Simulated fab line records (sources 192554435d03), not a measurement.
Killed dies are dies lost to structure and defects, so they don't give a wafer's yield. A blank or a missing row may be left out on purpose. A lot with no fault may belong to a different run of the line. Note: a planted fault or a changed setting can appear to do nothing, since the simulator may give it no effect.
fab line records	flow n5_finfet
[record] lots = 7	wafers = 39
route steps=1938 shown STI_FIN_REVEAL@183 DUMMY_GATE@228 HKMG_FIN@438 GATE_CUT@467 MOL_CONTACT_COAG@544 BEOL_M4@1111
start_h: hours from the record's first day to the start of the lot's first wafer shown	wait_h: hours elapsed since this lot's preceding step	" same as the row above	L1.1+2: several wafers, shown together as one row	- value missing, or start not given	* or withheld: withheld	< > ~ a bound
route shown NAME@n: names a module that has steps shown in the file, with the first one's number in the route	usual: average and standard deviation across the fault-free wafers	same: alike in all rows	chamber/n: place in a boat	sites: the reading at each site	_std_site: standard deviation across them	_edge_site: the outer-site mean with the inner-site mean subtracted	radius_mm: for every site, how far away it sits from the centre of the wafer	mask NAME#n: copy n	behind: the last tool/chamber to shape the wafer	hold: cause of the lot's hold/its duration in hours/its outcome	device: whichever transistor did not switch (one of n, p or np)	end of line: tests run on the same wafers once the route is complete	for a step that has no rows: nothing shown but its recipe	killed: dies lost to structure and defects at the first sort, not the wafer's yield	map: shows each die of a wafer: x if killed, . if not, _ if none is there
set.NAME: the setting as run; set.NAME@STEP: as run at that earlier step	model.NAME: the simulator's own value behind a step, which no gauge read
lots where settings were altered on purpose, with a table for each step and a row for each wafer
[[steps]]
[step N5_STI_FIN_REVEAL_ALD_00]
[recipe] material = SiO2	target_thk_a = 10	temp_c = 300	ald_precursor_family = BDEAS	ald_co_reactant = O2-plasma	pulse_time_s = 1	pressure_torr = 2
[step N5_STI_FIN_REVEAL_OXIDATION_33]
[recipe] chemistry = O2_PLASMA_REMOTE	temp_c = 150	time_s = 20	pressure_mtorr = 1000	source_power_w = 2000	o2_flow_sccm = 3000
[step N5_DUMMY_GATE_EXPOSE_12]
[recipe] mask_id = GATE	na = 0.33	source_shape = annular	sigma_inner = 0.2	sigma_outer = 0.6	polarization = unpolarized	target_cd_nm = 25	dose_mj = 34
[step N5_DUMMY_GATE_ETCH_32]
[recipe] chemistry = CF4	target = SiO2	target_depth_a = 35	time_s = 3.9	ion_energy_ev = 350	pressure_mtorr = 10	icp_w = 800	bias_w = 400	cf4_flow_sccm = 80
[step N5_HKMG_FIN_ETCH_35]
[recipe] chemistry = N2/H2	target = SOC	target_depth_a = 2158	ion_energy_ev = 65	bias_w = 5	source_w = 3000	time_s = 243.4	pressure_mtorr = 30	n2_flow_sccm = 200	h2_flow_sccm = 200
[step N5_GATE_CUT_ETCHBACK_30]
[recipe] chemistry = Cl2/Ar	target = TiN	target_depth_a = 30	mode = isotropic	pressure_mtorr = 10	icp_w = 600	bias_w = 60	Cl2_flow_sccm = 40	Ar_flow_sccm = 60
[step N5_MOL_CONTACT_COAG_ALD_20]
[recipe] material = TiN	target_thk_a = 15	temp_c = 400	ald_precursor_family = TiCl4	ald_co_reactant = NH3	pulse_time_s = 1	purge_time_s = 3	co_reactant_purge_time_s = 2	co_reactant_pulse_time_s = 2	ald_cycles = 68	pressure_torr = 3
[step N5_MOL_CONTACT_COAG_ETCH_47]
[recipe] chemistry = CH3F/O2	target = SiNx	target_depth_a = 270	mask_material = SiO2	stop_on = W	over_etch_frac = 0.2	ion_energy_ev = 120	endpoint = OES-CN	pressure_mtorr = 30	source_w = 395	bias_w = 73	Ar_flow_sccm = 150	CH3F_flow_sccm = 30	O2_flow_sccm = 20	ends = end_point
[step N5_MOL_CONTACT_COAG_VIA_ETCH_117]
[recipe] chemistry = C4F6/O2	target_depth_a = 400	overetch_a = 80	mask_material = SOC	target = SiO2	bias_w = 455	pressure_mtorr = 10	time_s = 26	source_w = 325	Ar_flow_sccm = 300	C4F6_flow_sccm = 10	O2_flow_sccm = 10	ion_energy_ev = 575.3	ends = end_point
[step N5_BEOL_M4_RC_MEAS_101]
[usual] DIBL_N = 35.9/1.3	DIBL_P = 36.3/1.5
lot.wafer	tool	chamber	start_h	wait_h	set.target_thk_a@STI_FIN_REVEAL_ALD_00	set.time_s@STI_FIN_REVEAL_OXIDATION_33	set.dose_mj@DUMMY_GATE_EXPOSE_12	set.time_s@DUMMY_GATE_ETCH_32	set.source_w@HKMG_FIN_ETCH_35	set.target_depth_a@GATE_CUT_ETCHBACK_30	set.ald_cycles@MOL_CONTACT_COAG_ALD_20	set.over_etch_frac@MOL_CONTACT_COAG_ETCH_47	set.target_depth_a@MOL_CONTACT_COAG_VIA_ETCH_117	DIBL_N[mV/V]	DIBL_P[mV/V]
L076.1	prober-02	0	193.95	0.0	8.71	20	34	3.9	3000	26.6	68	0.2067	400	33.0	34.8
L076.2	"	0	"	"	10	20	32.73	3.9	3000	30	68	0.2	400	31.8	34.0
L076.3	"	0	"	"	8.71	20	32.73	3.466	3000	26.6	68	0.2	400	31.1	33.3
L076.4	"	0	"	"	8.71	15.35	32.73	3.9	3000	30	68	0.2067	400	32.9	34.8
L076.5	"	0	"	"	10	15.35	34	3.466	3000	26.6	68	0.2	400	32.7	34.7
L076.6	"	0	"	"	10	15.35	34	3.466	3000	30	68	0.2067	400	35.0	38.2
L079.1	prober-02	0	211.49	0.0	10	20	34	3.9	3000	30	68	0.2	400	33.8	35.3
L079.2	"	0	"	"	10	20	34	3.9	3000	30	68	0.2	400	35.9	36.9
L079.4	"	0	"	"	10	20	34	3.9	3000	30	68	0.2	400	37.1	38.6
L082.1	prober-02	0	231.53	0.0	10	20	34	3.9	3000	30	71	0.2	351	35.5	35.2
L082.2	"	0	"	"	10	16.8	34	3.9	3000	30	68	0.2	400	36.8	36.7
L082.3	"	0	"	"	10	20	32.93	3.9	3000	28.28	68	0.2	351	34.4	33.7
L082.4	"	0	"	"	10	16.8	32.93	3.9	3000	28.28	71	0.2	400	34.8	34.8
L082.5	"	0	"	"	10	20	34	3.9	3000	28.28	68	0.2	400	35.2	35.0
L082.6	"	0	"	"	10	16.8	32.93	3.9	3000	30	71	0.2	351	34.3	34.2
L088.1	prober-02	0	268.47	0.0	10	20	34	3.9	3000	30	77	0.2	358	36.7	38.0
L088.2	"	0	"	"	10	17.12	34	3.9	3327	30	68	0.2136	400	36.4	37.4
L088.3	"	0	"	"	10.5	20	34	3.477	3000	30	68	0.2	400	35.9	36.3
L088.4	"	0	"	"	10	20	34	3.477	3327	30	68	0.2136	358	37.6	37.7
L088.5	"	0	"	"	10.5	17.12	34	3.9	3327	30	77	0.2	358	37.0	37.1
L088.6	"	0	"	"	10.5	17.12	34	3.477	3000	30	77	0.2136	400	36.2	36.8
L091.1	prober-01	0	279.17	0.0	10	22.72	34	3.9	3000	27.93	80	0.1943	400	34.3	34.9
L091.2	"	0	"	"	10	22.72	36.06	3.358	3000	30	80	0.2	434	37.6	39.7
L091.3	"	0	"	"	10.51	22.72	36.06	3.9	3498	30	68	0.1943	434	38.2	39.5
L091.4	"	0	"	"	10.51	20	36.06	3.358	3000	27.93	68	0.2	434	39.0	41.3
L091.5	"	0	"	"	10	20	34	3.9	3498	27.93	80	0.2	400	35.0	36.5
L091.6	"	0	"	"	10.51	20	34	3.358	3498	30	68	0.1943	400	34.2	35.3
L090.1	prober-02	0	279.92	0.0	10.97	20	34	3.9	3208	30	68	0.1912	400	36.5	37.9
L090.2	"	0	"	"	10	20	34	3.9	3000	30	68	0.2	400	36.5	37.4
L090.3	"	0	"	"	10	15.82	34	3.9	3000	30	68	0.1912	441.5	37.1	38.9
L090.4	"	0	"	"	10.97	15.82	34	3.9	3000	30	68	0.1912	400	36.2	36.2
L090.5	"	0	"	"	10.97	15.82	34	3.9	3208	30	68	0.2	441.5	37.5	38.5
L090.6	"	0	"	"	10	20	34	3.9	3208	30	68	0.2	441.5	35.5	35.8
L095.1	prober-02	0	313.17	0.0	10	25.08	34	3.15	2431	28.84	68	0.2	400	35.4	36.1
L095.2	"	0	"	"	11.13	20	34	3.9	2431	30	79	0.2	400	37.1	38.5
L095.3	"	0	"	"	11.13	20	34	3.9	2431	28.84	68	0.2	400	36.4	37.5
L095.4	"	0	"	"	10	20	34	3.15	3000	28.84	79	0.2	400	36.4	37.5
L095.5	"	0	"	"	11.13	25.08	34	3.15	3000	30	79	0.2	400	35.9	36.5
L095.6	"	0	"	"	10	25.08	34	3.9	3000	30	68	0.2	400	35.3	35.6
[[key]]
[split] step = N5_STI_FIN_REVEAL_ALD_00	setting = target_thk_a	stated_as = 10
response none clear
[split] step = N5_STI_FIN_REVEAL_OXIDATION_33	setting = time_s	stated_as = 20
response none clear
[split] step = N5_DUMMY_GATE_EXPOSE_12	setting = dose_mj	stated_as = 34
[response] step = N5_BEOL_M4_RC_MEAS_101	reading = DIBL_N	slope = +0.564	per = 1%	together_with = all	explained = 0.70
[response] step = N5_BEOL_M4_RC_MEAS_101	reading = DIBL_P	slope = +0.645	per = 1%	together_with = all	explained = 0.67
[split] step = N5_DUMMY_GATE_ETCH_32	setting = time_s	stated_as = 3.9
response none clear
[split] step = N5_HKMG_FIN_ETCH_35	setting = source_w	stated_as = 3000
response none clear
[split] step = N5_GATE_CUT_ETCHBACK_30	setting = target_depth_a	stated_as = 30
response none clear
[split] step = N5_MOL_CONTACT_COAG_ALD_20	setting = ald_cycles	stated_as = 68
response none clear
[split] step = N5_MOL_CONTACT_COAG_ETCH_47	setting = over_etch_frac	stated_as = 0.2
response none clear
[split] step = N5_MOL_CONTACT_COAG_VIA_ETCH_117	setting = target_depth_a	stated_as = 400
response none clear
